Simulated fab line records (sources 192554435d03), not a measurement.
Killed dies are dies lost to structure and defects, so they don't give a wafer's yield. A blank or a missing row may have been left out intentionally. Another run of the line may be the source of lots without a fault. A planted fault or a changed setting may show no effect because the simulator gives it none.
fab line records    flow n5Finfet
[record] lots = 6  wafers = 18  lastDay = 18
route steps=1938 shown BEOL_M2@870 BEOL_M4@1111 PASSIVATION@1936
lots that met no fault: from a run of the same line without faults
startH: the number of hours between the record's first day and the start of the first shown wafer of the lot    waitH: hours elapsed since this lot's preceding step    " repeats the value in the row above    L1.1+2: a row that stands for several wafers    - value missing, or start not given    * or withheld: withheld    < > ~ a bound
route shown NAME@n: NAME is a module with steps in the file, n the number in the route of the first one    usual: the fault-free wafers' mean and standard deviation    same: alike in all rows    chamber/n: place in a boat    sites: each site's reading    _std_site: standard deviation of those values    _edge_site: inner sites' mean taken away from outer sites' mean    radiusMm: for every site, how far away it sits from the centre of the wafer    mask NAME#n: copy n    behind: the last tool/chamber to shape the wafer    hold: reason for holding the lot/hours on hold/outcome of the hold    device: the transistor (n, p or np) that didn't switch    end of line: at the end of the route, the tests of the same wafers    a step with no rows: only its recipe    killed: not the wafer's yield, but the dies lost to structure and defects at the first sort    map: shows each die of a wafer: x if killed, . if not, _ if none is there
set.NAME: the run value of the setting; set.NAME@STEP: its run value at that earlier step    model.NAME: the simulator's own value behind a step, which no gauge read
lots at some steps of the route; a table a step, a row a wafer
services: from which hour (startH, from the record's first day; less than 0 if before it) a tool's chamber was out of use, for how many hours, and why
[[steps]]
[step N5_BEOL_M2_COAT_22]
[recipe] resist = CAR-EUV  spinRpm = 1500  resistThkNm = 30
[step N5_BEOL_M2_EBR_24]
[recipe] solvent = PGMEA  ebrWidthMm = 1.5
[step N5_BEOL_M2_SOFTBAKE_23]
[recipe] tempC = 110  timeS = 60  resist = CAR-EUV
[step N5_BEOL_M2_EXPOSE_25]
[recipe] maskId = V1  na = 0.33  sourceShape = quasar  sigmaInner = 0.2  sigmaOuter = 0.8  polarization = unpolarized  defocusNm = 5  doseMj = 63
[step N5_BEOL_M2_PEB_26]
[recipe] pebTempC = 100  pebTimeS = 60  resist = CAR-EUV
[step N5_BEOL_M2_DEVELOP_27]
[recipe] developTimeS = 30  developer = TMAH  resist = CAR-EUV  rinseLiquid = surfactantRinse  dry = airSpin  devTempC = 23
[step N5_BEOL_M2_CD_MEAS_28]
[recipe] targetCdNm = 26.2  landingEnergyEv = 500  detector = seInlens  targetCdYNm = 24.1  polarity = opening
[usual] cdNm = 26.23/0.26
lot.wafer  tool      chamber  startH  waitH  cdNm
L275.1     cdSem-02  0        148.87  -      26.09
L275.2     "         0        "       "      26.18
L275.3     "         0        "       "      26.08
L278.3     cdSem-03  0        160.31  -      26.35
L278.4     "         0        "       "      26.26
L278.5     "         0        "       "      26.61
L290.1     cdSem-01  0        224.55  -      26.09
L290.5     "         0        "       "      25.92
L290.6     "         0        "       "      25.88
L292.1     cdSem-01  0        240.10  -      25.95
L292.2     "         0        "       "      26.43
L292.6     "         0        "       "      26.80
L298.1     cdSem-03  0        277.49  -      26.44
L298.4     "         0        "       "      26.40
L298.6     "         0        "       "      26.40
L297.1     cdSem-01  0        280.70  -      26.61
L297.2     "         0        "       "      26.31
L297.6     "         0        "       "      26.70
[step N5_BEOL_M2_OVL_MEAS_29]
[recipe] pointsPerWafer = 522
[usual] V1_OVL = -0.2/0.67
lot.wafer  tool        chamber  startH  waitH  V1_OVL[nm]
L275.1     overlay-02  0        148.90  0.0    0.6
L275.2     "           0        "       "      -0.5
L275.3     "           0        "       "      -0.1
L278.3     overlay-01  0        160.35  0.0    -2.2
L278.4     "           0        "       "      -0.9
L278.5     "           0        "       "      -0.4
L290.1     overlay-01  0        224.58  0.0    -0.9
L290.5     "           0        "       "      -0.8
L290.6     "           0        "       "      0.4
L292.1     overlay-02  0        240.13  0.0    -0.1
L292.2     "           0        "       "      -1.0
L292.6     "           0        "       "      0.0
L298.1     overlay-02  0        277.52  0.0    -0.1
L298.4     "           0        "       "      -0.4
L298.6     "           0        "       "      0.1
L297.1     overlay-02  0        280.73  0.0    0.9
L297.2     "           0        "       "      -0.3
L297.6     "           0        "       "      0.8
[step N5_BEOL_M2_INSPECT_30]
[recipe] mode = adi  inspectInstrument = brightfield
[usual] rawDefectCount = 425/96
lot.wafer  tool              chamber  startH  waitH  rawDefectCount
L275.1     defectInspect-02  -        148.96  0.1    328
L275.2     "                 -        "       "      345
L275.3     "                 -        "       "      387
L278.3     defectInspect-02  -        160.40  0.0    392
L278.4     "                 -        "       "      348
L278.5     "                 -        "       "      498
L290.1     defectInspect-02  -        224.64  0.1    501
L290.5     "                 -        "       "      366
L290.6     "                 -        "       "      409
L292.1     defectInspect-01  -        240.19  0.1    499
L292.2     "                 -        "       "      459
L292.6     "                 -        "       "      425
L298.1     defectInspect-02  -        277.58  0.1    434
L298.4     "                 -        "       "      607
L298.6     "                 -        "       "      695
L297.1     defectInspect-02  -        280.79  0.1    438
L297.2     "                 -        "       "      396
L297.6     "                 -        "       "      466
[step N5_BEOL_M2_DESCUM_33]
[recipe] chemistry = O2  timeS = 7  sourcePowerW = 50  biasPowerW = 20  pressureMtorr = 20  rfFrequencyHz = 2.712e+07  tempC = 40  resist = CAR-EUV  o2FlowSccm = 225
[usual] biasPowerW = 20.00/0.062  drypumpMotorCurrentA = 5.6/0.45  oesProductAu = 0.77/0.091  rfVppV = 244.1/1.1  showerheadPlenumPTorr = 2.15/0.037  throttleValvePct = 20.38/0.18
lot.wafer  tool        chamber  startH  waitH  biasPowerW  drypumpMotorCurrentA  oesProductAu  rfHoursCounterH  rfVppV  showerheadPlenumPTorr  throttleValvePct
L275.1     rieDiel-03  3        149.35  0.4    20.01       5.3                   0.71          186              245.9   2.16                   20.42
L275.2     "           2        "       "      20.13       5.3                   0.69          212              243.8   2.17                   20.27
L275.3     "           1        "       "      20.03       5.3                   0.90          25               243.9   2.15                   20.47
L278.3     rieDiel-03  3        160.44  0.0    20.00       5.3                   0.70          193              243.9   2.16                   20.41
L278.4     "           3        "       "      20.07       5.3                   0.69          -                243.9   2.16                   20.42
L278.5     "           2        "       "      19.96       5.3                   0.68          -                244.3   2.17                   20.27
L290.1     rieDiel-01  0        224.67  0.0    19.96       6.4                   0.72          201              245.0   2.17                   20.39
L290.5     "           0        "       "      19.90       6.3                   0.72          -                242.7   2.17                   20.37
L290.6     "           1        "       "      20.03       5.7                   0.75          -                244.5   2.19                   20.40
L292.1     rieDiel-05  1        240.22  0.0    20.02       5.1                   0.73          162              243.8   2.09                   20.13
L292.2     "           0        "       "      19.93       6.4                   0.70          223              242.9   2.14                   20.18
L292.6     "           1        "       "      20.10       5.1                   0.74          -                245.0   2.09                   20.11
L298.1     rieDiel-01  1        277.62  0.0    20.01       5.7                   0.75          152              245.6   2.19                   20.43
L298.4     "           2        "       "      20.10       5.2                   0.89          -                244.7   2.14                   20.64
L298.6     "           2        "       "      20.04       5.2                   0.89          -                245.2   2.14                   20.63
L297.1     rieDiel-03  0        280.88  0.1    19.98       5.8                   0.85          70               244.9   2.21                   20.32
L297.2     "           2        "       "      19.86       5.3                   0.98          1                243.8   2.15                   19.87
L297.6     "           2        "       "      19.95       5.3                   0.97          -                246.1   2.15                   19.86
[step N5_BEOL_M2_ETCH_77]
[recipe] chemistry = N2/H2  target = underlayer  targetDepthA = 65  maskMaterial = CAR-EUV  timeS = 5.2  ionEnergyEv = 200  pressureMtorr = 30  sourceW = 840  biasW = 150  n2FlowSccm = 200  h2FlowSccm = 200  ends = cleared
[usual] drypumpMotorCurrentA = 5.6/0.45  etchRfOnTimeS = 5.25/0.1  oesProductAu = 0.66/0.074  rfVppV = 525.9/1.7  showerheadPlenumPTorr = 2.61/0.051  throttleValvePct = 17.82/0.2
lot.wafer  tool        chamber  startH  waitH  drypumpMotorCurrentA  etchRfOnTimeS  oesProductAu  rfHoursCounterH  rfVppV  showerheadPlenumPTorr  throttleValvePct
L275.1     rieDiel-03  3        149.39  0.0    5.3                   5.42           0.60          186              526.5   2.65                   17.96
L275.2     "           2        "       "      5.3                   5.14           0.60          212              525.8   2.64                   17.81
L275.3     "           1        "       "      5.3                   5.29           0.75          25               525.8   2.58                   17.67
L278.3     rieDiel-03  3        160.48  0.0    5.2                   5.48           0.59          193              526.1   2.64                   17.98
L278.4     "           3        "       "      5.3                   5.43           0.58          -                524.6   2.64                   17.97
L278.5     "           2        "       "      5.3                   5.12           0.59          -                527.4   2.64                   17.80
L290.1     rieDiel-01  0        224.71  0.0    6.4                   5.15           0.62          201              526.4   2.62                   17.74
L290.5     "           0        "       "      6.4                   5.21           0.62          -                526.5   2.61                   17.74
L290.6     "           1        "       "      5.7                   5.15           0.64          -                526.9   2.68                   17.92
L292.1     rieDiel-05  1        240.25  0.0    5.1                   5.11           0.64          162              525.3   2.52                   17.53
L292.2     "           0        "       "      6.5                   5.31           0.59          223              527.7   2.61                   17.71
L292.6     "           1        "       "      5.1                   5.17           0.64          -                523.5   2.52                   17.56
L298.1     rieDiel-01  1        277.67  0.0    5.7                   5.16           0.65          152              529.5   2.67                   17.96
L298.4     "           2        "       "      5.2                   5.29           0.75          -                525.4   2.58                   17.84
L298.6     "           2        "       "      5.2                   5.28           0.74          -                526.7   2.58                   17.85
L297.1     rieDiel-03  0        280.91  0.0    5.8                   5.28           0.71          70               524.9   2.68                   17.74
L297.2     "           2        "       "      5.3                   5.00           0.86          1                523.3   2.62                   17.36
L297.6     "           2        "       "      5.3                   5.03           0.85          -                525.5   2.62                   17.36
[step N5_BEOL_M2_ETCH_69]
[recipe] chemistry = CF4  target = SiARC  targetDepthA = 156  maskMaterial = CAR-EUV  timeS = 26  ionEnergyEv = 80  pressureMtorr = 40  sourceW = 545  biasW = 36  Ar_flow_sccm = 100  cf4FlowSccm = 100  ends = cleared
[usual] drypumpMotorCurrentA = 5.6/0.45  etchRfOnTimeS = 26.2/0.52  oesProductAu = 0.66/0.075  rfVppV = 184.7/1  showerheadPlenumPTorr = 2.19/0.037  throttleValvePct = 15.54/0.17
lot.wafer  tool        chamber  startH  waitH  drypumpMotorCurrentA  etchRfOnTimeS  oesProductAu  rfHoursCounterH  rfVppV  showerheadPlenumPTorr  throttleValvePct
L275.1     rieDiel-03  3        149.40  0.0    5.3                   27.4           0.60          186              184.0   2.20                   15.58
L275.2     "           2        "       "      5.3                   25.8           0.60          212              185.5   2.21                   15.46
L275.3     "           1        "       "      5.3                   26.4           0.75          25               184.1   2.19                   15.51
L278.3     rieDiel-03  3        160.49  0.0    5.3                   27.0           0.60          193              185.6   2.20                   15.57
L278.4     "           3        "       "      5.2                   27.1           0.60          -                184.3   2.20                   15.58
L278.5     "           2        "       "      5.3                   25.8           0.59          -                183.0   2.21                   15.47
L290.1     rieDiel-01  0        224.72  0.0    6.3                   26.1           0.61          201              185.8   2.22                   15.58
L290.5     "           0        "       "      6.4                   26.2           0.61          -                186.2   2.21                   15.56
L290.6     "           1        "       "      5.7                   25.8           0.65          -                184.9   2.22                   15.49
L292.1     rieDiel-05  1        240.27  0.0    5.1                   25.3           0.65          162              182.4   2.13                   15.28
L292.2     "           0        "       "      6.4                   26.2           0.59          223              184.5   2.20                   15.44
L292.6     "           1        "       "      5.1                   25.3           0.64          -                183.4   2.13                   15.29
L298.1     rieDiel-01  1        277.69  0.0    5.7                   25.6           0.63          152              186.5   2.22                   15.56
L298.4     "           2        "       "      5.2                   26.4           0.76          -                185.1   2.17                   15.64
L298.6     "           2        "       "      5.2                   26.4           0.75          -                184.5   2.17                   15.63
L297.1     rieDiel-03  0        280.93  0.0    5.9                   26.8           0.70          70               185.7   2.26                   15.52
L297.2     "           2        "       "      5.3                   25.0           0.85          1                183.7   2.20                   15.02
L297.6     "           2        "       "      5.3                   25.0           0.85          -                184.4   2.20                   15.03
[step N5_BEOL_M2_ALD_98]
[recipe] material = SiO2  targetThkA = 25  tempC = 100  aldPrecursorFamily = BDEAS  aldCoReactant = O2-plasma  pulseTimeS = 1  coReactantPulseTimeS = 1  purgeTimeS = 2  coReactantPurgeTimeS = 2  aldCycles = 17  pressureTorr = 2
[usual] aldCycles = 17/0  heaterPowerW = 77/8.9  precursorPulseHeightRel = 1.002/0.021
lot.wafer  tool       chamber  startH  waitH  aldCycles  heaterPowerW  precursorPulseHeightRel
L275.1     aldSin-04  2        149.81  0.4    17         80            0.996
L275.2     "          1        "       "      17         75            1.005
L275.3     "          2        "       "      17         79            0.999
L278.3     aldSin-03  3        160.59  0.1    17         80            0.962
L278.4     "          1        "       "      17         91            0.998
L278.5     "          2        "       "      17         100           1.001
L290.1     aldSin-03  0        224.80  0.1    18         65            1.007
L290.5     "          3        "       "      18         77            1.005
L290.6     "          2        "       "      17         96            0.999
L292.1     aldSin-03  0        240.35  0.1    18         64            1.000
L292.2     "          2        "       "      17         93            0.976
L292.6     "          2        "       "      17         97            0.988
L298.1     aldSin-02  1        277.96  0.2    17         67            0.990
L298.4     "          0        "       "      17         89            0.982
L298.6     "          1        "       "      17         66            1.034
L297.1     aldSin-02  3        282.26  1.3    17         73            0.992
L297.2     "          1        "       "      17         67            0.989
L297.6     "          0        "       "      17         88            1.000
[step N5_BEOL_M2_ETCHBACK_99]
[recipe] chemistry = CHF3  target = SiO2  targetDepthA = 50  timeS = 10.4  sourceW = 215  biasW = 47  Ar_flow_sccm = 200  CHF3_flow_sccm = 12  ionEnergyEv = 100  pressureMtorr = 30
[usual] drypumpMotorCurrentA = 5.6/0.44  oesProductAu = 0.77/0.089  rfVppV = 241/3.4  showerheadPlenumPTorr = 2.21/0.045  throttleValvePct = 17.02/0.18
lot.wafer  tool        chamber  startH  waitH  drypumpMotorCurrentA  oesProductAu  rfHoursCounterH  rfVppV  showerheadPlenumPTorr  throttleValvePct
L275.1     rieDiel-03  1        150.08  0.2    5.3                   0.89          26               240     2.21                   17.02
L275.2     "           3        "       "      5.2                   0.70          186              240     2.23                   17.07
L275.3     "           2        "       "      5.3                   0.69          212              244     2.24                   17.01
L278.3     rieDiel-05  3        161.30  0.7    5.7                   0.67          235              244     2.13                   17.49
L278.4     "           2        "       "      5.9                   0.69          237              242     2.20                   17.26
L278.5     "           2        "       "      5.9                   0.70          -                241     2.20                   17.25
L290.1     rieDiel-05  1        230.37  5.5    5.1                   0.75          158              233     2.12                   16.64
L290.5     "           2        "       "      5.9                   0.94          -                239     2.19                   16.85
L290.6     "           0        "       "      6.4                   0.70          -                241     2.22                   16.94
L292.1     rieDiel-01  2        241.64  1.2    5.2                   0.90          24               241     2.20                   17.17
L292.2     "           0        "       "      6.4                   0.71          208              241     2.24                   17.07
L292.6     "           1        "       "      5.7                   0.75          -                238     2.24                   16.96
L298.1     rieDiel-01  1        278.71  0.7    5.7                   0.74          152              238     2.23                   17.01
L298.4     "           1        "       "      5.7                   0.74          -                239     2.23                   17.00
L298.6     "           1        "       "      5.7                   0.74          -                239     2.23                   16.99
L297.1     rieDiel-05  3        282.38  0.1    5.7                   0.91          19               244     2.12                   17.07
L297.2     "           0        "       "      6.4                   0.69          240              239     2.21                   16.95
L297.6     "           3        "       "      5.7                   0.93          -                245     2.12                   17.07
[step N5_BEOL_M4_RC_MEAS_101]
[usual] DIBL_N = 37.0/1.7  DIBL_P = 36.7/2  IOFF_N = 0.17/0.035  IOFF_P = 0.22/0.035  ION_N = 672/12  ION_P = 461/7.5  SS_N = 71.6/0.67  SS_P = 73.4/0.64  VT_N = 250/3.5  VT_P = -250/3.5
lot.wafer  tool       chamber  startH  waitH  DIBL_N[mV/V]  DIBL_P[mV/V]  IOFF_N[nA/um]  IOFF_P[nA/um]  ION_N[uA/um]  ION_P[uA/um]  SS_N[mV/dec]  SS_P[mV/dec]  VT_N[mV]  VT_P[mV]
L275.1     prober-02  0        176.11  0.0    35.6          35.6          0.14           0.18           668           459           71.3          72.6          249       -252
L275.2     "          0        "       "      34.7          34.5          0.13           0.16           660           455           71.0          72.1          253       -253
L275.3     "          0        "       "      36.7          37.2          0.17           0.20           678           466           71.0          72.8          247       -253
L278.3     prober-02  0        187.62  0.3    37.1          37.4          0.18           0.26           689           474           70.9          73.6          247       -248
L278.4     "          0        "       "      34.3          33.4          0.13           0.19           655           455           71.2          72.7          250       -252
L278.5     "          0        "       "      36.9          37.0          0.18           0.26           674           463           72.4          74.1          247       -245
L290.1     prober-02  0        249.90  0.0    36.6          37.1          0.16           0.24           677           475           71.6          73.8          249       -249
L290.5     "          0        "       "      36.8          37.0          0.16           0.22           665           460           71.4          73.8          251       -250
L290.6     "          0        "       "      34.7          34.8          0.13           0.20           663           466           71.3          72.8          252       -250
L292.1     prober-02  0        261.62  0.0    35.4          34.1          0.13           0.19           665           456           71.3          73.2          255       -251
L292.2     "          0        "       "      35.9          35.2          0.14           0.20           670           461           70.9          73.0          251       -252
L292.6     "          0        "       "      37.7          36.7          0.17           0.23           681           462           72.1          74.0          250       -248
L298.1     prober-02  0        299.94  0.0    37.6          36.3          0.16           0.20           678           465           72.5          72.6          248       -252
L298.4     "          0        "       "      38.8          36.8          0.18           0.22           685           471           72.0          73.4          249       -248
L298.6     "          0        "       "      36.0          34.2          0.14           0.18           677           461           70.9          72.0          251       -251
L297.1     prober-02  0        322.40  0.0    37.6          36.5          0.18           0.24           680           469           72.3          73.6          246       -248
L297.2     "          0        "       "      36.5          35.1          0.15           0.22           673           466           72.0          72.8          250       -249
L297.6     "          0        "       "      34.7          33.8          0.13           0.19           669           470           70.6          73.1          252       -249
[step N5_PASSIVATION_PROBE_49]
[usual] defectLimitedYield = 91.1/1.3  killed_at_M0_to_M3 = 35/11  killed_at_M4_up = 13/5.4  killedAtContacts = 14/6.5  killedAtFrontEnd = 41/11  killedAtOther = 4/3.1  killedDies = 106/15  killedOpen = 69/12  killedShort = 35/7  sort_bin_5_function = 5.2/0.86  sort_bin_6_memory = 3.4/0.64  sortNPass = 1074/15  sortYieldPct = 91.0/1.3
[same] grossDies = 1180  killedAtBackSide = 0  sort_bin_4_leakage[%] = 0  sort_bin_8_speed[%] = 0
lot.wafer  tool       chamber  startH  waitH  defectLimitedYield[%]  killed_at_M0_to_M3  killed_at_M4_up  killedAtContacts  killedAtFrontEnd  killedAtOther  killedDies  killedOpen  killedShort  sort_bin_5_function[%]  sort_bin_6_memory[%]  sortNPass  sortYieldPct[%]
L275.1     prober-01  -        271.04  0.0    90.6                   29                  9                12                59                2              111         80          31           5.3                     3.8                   1069       90.6
L275.2     prober-01  -        271.09  0.1    89.7                   35                  6                17                58                6              122         78          36           5.9                     3.7                   1058       89.7
L275.3     prober-01  -        271.14  0.1    91.8                   30                  9                11                40                7              97          57          40           4.6                     2.9                   1083       91.8
L278.3     prober-01  -        291.56  0.1    91.4                   21                  13               10                53                5              102         65          35           5.3                     3.0                   1078       91.4
L278.4     prober-01  -        291.61  0.2    93.1                   21                  12               3                 44                2              82          51          28           3.6                     2.9                   1098       93.1
L278.5     prober-01  -        291.66  0.2    90.8                   23                  11               10                61                3              108         72          34           5.4                     3.6                   1072       90.8
// killed by level:class
L275.1 STI_FIN_REVEAL:geometricParticle:open=20 MOL_CONTACT_COAG:geometricParticle:open=11 BEOL_M3:geometricParticle:open=10 FIN_SAQP:geometricParticle:open=8 BEOL_M0_SAQP:geometricParticle:open=7 GATE_CUT:geometricParticle:short=6 FIN_SAQP:geometricParticle:short=5 BEOL_M0_SAQP:geometricParticle:short=5
L275.2 BEOL_M1:geometricParticle:open=13 MOL_CONTACT_COAG:geometricParticle:open=12 FIN_SAQP:geometricParticle:open=11 BEOL_M3:geometricParticle:open=9 STI_FIN_REVEAL:geometricParticle:open=7 HKMG_FIN:areaEtch=7 FIN_SAQP:geometricParticle:short=6 DUMMY_GATE:geometricParticle:open=5
L275.3 STI_FIN_REVEAL:geometricParticle:open=7 MOL_CONTACT_COAG:geometricParticle:open=7 BEOL_M0_SAQP:geometricParticle:open=7 DUMMY_GATE:geometricParticle:open=6 BEOL_M0_SAQP:geometricParticle:short=6 ILD0:geometricParticle:short=4 GATE_CUT:geometricParticle:open=4 MOL_CONTACT_COAG:geometricParticle:short=4
L278.3 STI_FIN_REVEAL:geometricParticle:open=12 FIN_SAQP:geometricParticle:open=8 GATE_CUT:geometricParticle:open=8 FIN_SAQP:geometricParticle:short=7 MOL_CONTACT_COAG:geometricParticle:open=7 BEOL_M4:geometricParticle:open=7 GATE_CUT:geometricParticle:short=5 DUMMY_GATE:geometricParticle:open=3
L278.4 DUMMY_GATE:geometricParticle:open=10 FIN_SAQP:geometricParticle:short=8 BEOL_M2:geometricParticle:open=7 BEOL_M1:geometricParticle:open=5 STARTING-WAFER:geometricParticle:short=5 ILD0:geometricParticle:open=4 STI_FIN_REVEAL:geometricParticle:open=3 ILD0:geometricParticle:short=3
L278.5 FIN_SAQP:geometricParticle:short=16 STI_FIN_REVEAL:geometricParticle:open=11 DUMMY_GATE:geometricParticle:open=9 BEOL_M4:geometricParticle:open=8 MOL_CONTACT_COAG:geometricParticle:open=7 FIN_SAQP:geometricParticle:open=6 GATE_CUT:geometricParticle:short=6 BEOL_M0_SAQP:geometricParticle:open=6
[[services]]
tool        chamber  startH  hours  kind
rieDiel-03  0        131.31  33.0   repair
aldSin-03   -        132.85  14.6   pm
rieDiel-03  1        139.08  7.7    repair
aldSin-04   0        146.68  3.8    repair
rieDiel-01  2        153.55  -      clean
rieDiel-01  2        153.55  -      consumableReplace:esc
rieDiel-01  2        153.55  -      consumableReplace:focusRing
rieDiel-01  2        153.55  23.5   scheduledDown
rieDiel-05  -        156.32  4.3    pm
aldSin-02   -        174.76  6.0    pm
aldSin-03   -        174.83  0.6    repair
aldSin-03   -        177.05  14.0   pm
rieDiel-01  1        182.08  1.6    repair
aldSin-02   3        194.15  5.0    repair
aldSin-04   -        211.43  6.0    pm
rieDiel-05  -        228.13  0.4    repair
rieDiel-01  3        235.05  61.9   repair
aldSin-02   -        241.76  2.7    repair
rieDiel-03  2        254.30  -      clean
rieDiel-03  2        254.30  -      consumableReplace:focusRing
rieDiel-05  2        271.67  4.7    repair
aldSin-02   -        272.25  0.3    repair
rieDiel-01  0        275.58  5.2    repair
aldSin-03   -        280.82  1.5    repair
[[key]]
[firstSign] step = N5_BEOL_M2_ALD_98  reading = aldCycles  direction = up  sigmas = 99+  usual = *  struck = *
effect none on later readings
metAt N5_BEOL_M2_ALD_98
struckWafers L290.1,L290.5,L292.1
onsetBetween 160.59 224.80
[fault] kind = processParameterDrift  tool = aldSin-03  chamber = -  onsetH = 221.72  steps = N5_BEOL_M2_ALD_98  channel = aldCycles  offset = *  shape = step  endH = 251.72  scope = struckWafersOnly  actsIn = *  stated = *
